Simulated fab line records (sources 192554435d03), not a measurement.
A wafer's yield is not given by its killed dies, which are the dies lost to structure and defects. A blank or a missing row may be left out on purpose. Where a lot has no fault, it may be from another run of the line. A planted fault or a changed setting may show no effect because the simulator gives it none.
Which tool is to blame? :: flow n5_finfet :: Sampling: 12 lots, 36 wafers, 5 of 1938 route steps

== WHAT THE GAUGES READ, wafer by wafer ==
N5_BEOL_M0_SAQP_CD_MEAS_40 targets a cd of 30 nm.
lot: L075
measured: day 5 23:35
on: cd_sem-02
cd_nm (nm): 29.96 30.55 30.37

lot: L077
measured: day 6 08:45
on: cd_sem-03
cd_nm (nm): 30.27 29.71 29.60

lot: L079
measured: day 6 21:13
on: cd_sem-03
cd_nm (nm): 29.82 30.00 29.75

lot: L081
measured: day 7 13:13
on: cd_sem-01
cd_nm (nm): 30.08 29.81 30.12

lot: L083
measured: day 7 22:29
on: cd_sem-03
cd_nm (nm): 29.82 30.87 30.50

lot: L085
measured: day 8 14:23
on: cd_sem-03
cd_nm (nm): 30.28 29.98 30.06

lot: L087
measured: day 9 02:40
on: cd_sem-01
cd_nm (nm): 30.50 29.98 30.11

lot: L089
measured: day 9 10:53
on: cd_sem-01
cd_nm (nm): 30.38 30.38 29.94

lot: L091
measured: day 10 03:38
on: cd_sem-02
cd_nm (nm): 30.07 29.95 29.94

lot: L093
measured: day 10 08:36
on: cd_sem-02
cd_nm (nm): 30.05 30.49 30.38

lot: L095
measured: day 11 02:07
on: cd_sem-02
cd_nm (nm): 29.94 30.17 29.82

lot: L097
measured: day 11 08:26
on: cd_sem-01
cd_nm (nm): 29.82 30.17 30.56

== WHAT TOOL EACH LOT RAN ON (gives the tool, then ch and the chambers of the sampled wafers, and finally the start) ==
lot: L075
N5_BEOL_M0_SAQP_HM_DEP_02: pvd_sputter-01, day 5 18:52
N5_BEOL_M0_SAQP_MANDREL_ETCH_20: rie_si-03 ch 1,3, day 5 20:08
N5_BEOL_M0_SAQP_RECESS_114: vapor_etch-02 ch 0,1, day 5 20:22
N5_BEOL_M0_SAQP_MANDREL_ETCH_103: rie_si-03 ch 0,3, day 5 21:40

lot: L077
N5_BEOL_M0_SAQP_HM_DEP_02: pvd_sputter-03, day 6 03:59
N5_BEOL_M0_SAQP_MANDREL_ETCH_20: rie_si-03 ch 0,1,3, day 6 05:08
N5_BEOL_M0_SAQP_RECESS_114: vapor_etch-02 ch 0,1, day 6 05:26
N5_BEOL_M0_SAQP_MANDREL_ETCH_103: rie_si-03 ch 0,1,3, day 6 06:44

lot: L079
N5_BEOL_M0_SAQP_HM_DEP_02: pvd_sputter-01, day 6 16:34
N5_BEOL_M0_SAQP_MANDREL_ETCH_20: rie_si-03 ch 1,3, day 6 17:45
N5_BEOL_M0_SAQP_RECESS_114: vapor_etch-02 ch 0,1, day 6 17:59
N5_BEOL_M0_SAQP_MANDREL_ETCH_103: rie_si-03 ch 0,1,3, day 6 19:13

lot: L081
N5_BEOL_M0_SAQP_HM_DEP_02: pvd_sputter-01, day 7 08:05
N5_BEOL_M0_SAQP_MANDREL_ETCH_20: rie_si-04 ch 0,1,2, day 7 09:09
N5_BEOL_M0_SAQP_RECESS_114: vapor_etch-01 ch 0,1, day 7 09:38
N5_BEOL_M0_SAQP_MANDREL_ETCH_103: rie_si-01 ch 0,1,3, day 7 11:10

lot: L083
N5_BEOL_M0_SAQP_HM_DEP_02: pvd_sputter-02, day 7 17:37
N5_BEOL_M0_SAQP_MANDREL_ETCH_20: rie_si-03 ch 0,2,3, day 7 18:48
N5_BEOL_M0_SAQP_RECESS_114: vapor_etch-02 ch 0,1, day 7 19:02
N5_BEOL_M0_SAQP_MANDREL_ETCH_103: rie_si-03 ch 0,1,2, day 7 20:19

lot: L085
N5_BEOL_M0_SAQP_HM_DEP_02: pvd_sputter-01, day 8 08:50
N5_BEOL_M0_SAQP_MANDREL_ETCH_20: rie_si-03 ch 0,1,2, day 8 10:02
N5_BEOL_M0_SAQP_RECESS_114: vapor_etch-02 ch 0,1, day 8 10:23
N5_BEOL_M0_SAQP_MANDREL_ETCH_103: rie_si-04 ch 0,3, day 8 11:43

lot: L087
N5_BEOL_M0_SAQP_HM_DEP_02: pvd_sputter-02, day 8 20:05
N5_BEOL_M0_SAQP_MANDREL_ETCH_20: rie_si-03 ch 0,3, day 8 21:20
N5_BEOL_M0_SAQP_RECESS_114: vapor_etch-02 ch 0,1, day 8 21:41
N5_BEOL_M0_SAQP_MANDREL_ETCH_103: rie_si-01 ch 1,2,3, day 8 23:16

lot: L089
N5_BEOL_M0_SAQP_HM_DEP_02: pvd_sputter-03, day 9 05:48
N5_BEOL_M0_SAQP_MANDREL_ETCH_20: rie_si-01 ch 1,2, day 9 06:51
N5_BEOL_M0_SAQP_RECESS_114: vapor_etch-02 ch 0,1, day 9 07:07
N5_BEOL_M0_SAQP_MANDREL_ETCH_103: rie_si-03 ch 0,1, day 9 08:21

lot: L091
N5_BEOL_M0_SAQP_HM_DEP_02: pvd_sputter-03, day 9 22:26
N5_BEOL_M0_SAQP_MANDREL_ETCH_20: rie_si-04 ch 1,2,3, day 9 23:35
N5_BEOL_M0_SAQP_RECESS_114: vapor_etch-02 ch 0,1, day 9 23:49
N5_BEOL_M0_SAQP_MANDREL_ETCH_103: rie_si-04 ch 0,1,3, day 10 01:07

lot: L093
N5_BEOL_M0_SAQP_HM_DEP_02: pvd_sputter-01, day 10 02:55
N5_BEOL_M0_SAQP_MANDREL_ETCH_20: rie_si-03 ch 0,1, day 10 04:01
N5_BEOL_M0_SAQP_RECESS_114: vapor_etch-02 ch 0,1, day 10 04:22
N5_BEOL_M0_SAQP_MANDREL_ETCH_103: rie_si-04 ch 0,1,3, day 10 06:35

lot: L095
N5_BEOL_M0_SAQP_HM_DEP_02: pvd_sputter-03, day 10 20:22
N5_BEOL_M0_SAQP_MANDREL_ETCH_20: rie_si-01 ch 0,1,2, day 10 21:32
N5_BEOL_M0_SAQP_RECESS_114: vapor_etch-02 ch 0,1, day 10 21:46
N5_BEOL_M0_SAQP_MANDREL_ETCH_103: rie_si-04 ch 2,3, day 11 00:07

lot: L097
N5_BEOL_M0_SAQP_HM_DEP_02: pvd_sputter-02, day 11 03:20
N5_BEOL_M0_SAQP_MANDREL_ETCH_20: rie_si-04 ch 0,1,3, day 11 04:32
N5_BEOL_M0_SAQP_RECESS_114: vapor_etch-02 ch 0,1, day 11 04:53
N5_BEOL_M0_SAQP_MANDREL_ETCH_103: rie_si-04 ch 0,2,3, day 11 06:00
- N5_BEOL_M0_SAQP_HM_DEP_02: deposits TiN, target thk 12 nm.
- N5_BEOL_M0_SAQP_MANDREL_ETCH_20: etches a-Si in HBr/Cl2, stops on SiNx, target depth 60 nm, bt time 10 s, time 30 s.
- N5_BEOL_M0_SAQP_RECESS_114: chemistry HF/NH3, target SiO2, target depth 14.4 nm, afs cycles 3, sublimation time 60 s.
- N5_BEOL_M0_SAQP_MANDREL_ETCH_103: etches a-Si in HBr/Cl2, stops on SiCN, target depth 45 nm, bt time 10 s, time 27 s.

== THE ANSWER, worked out from the rows above alone ==
Rule: what is usual is taken from the lots themselves. The widest of any qualifying gaps counts: lots, ordered by their means at a reading, are off when they make up no more than a third of the lots, leave a main group of 4 or more, and stand apart from it by 3 or more times the standard deviation of that group's means. Not used: any main group whose means are identical at the precision the tables above print for the reading. Also off: a lot with no number at a reading for which 4 or more lots have one. All remaining lots with rows at the step are treated as sound.
Across all readings shown, no lot is off: no conclusion can be drawn from this.

== WHAT THE SIMULATOR HAD PUT IN ==
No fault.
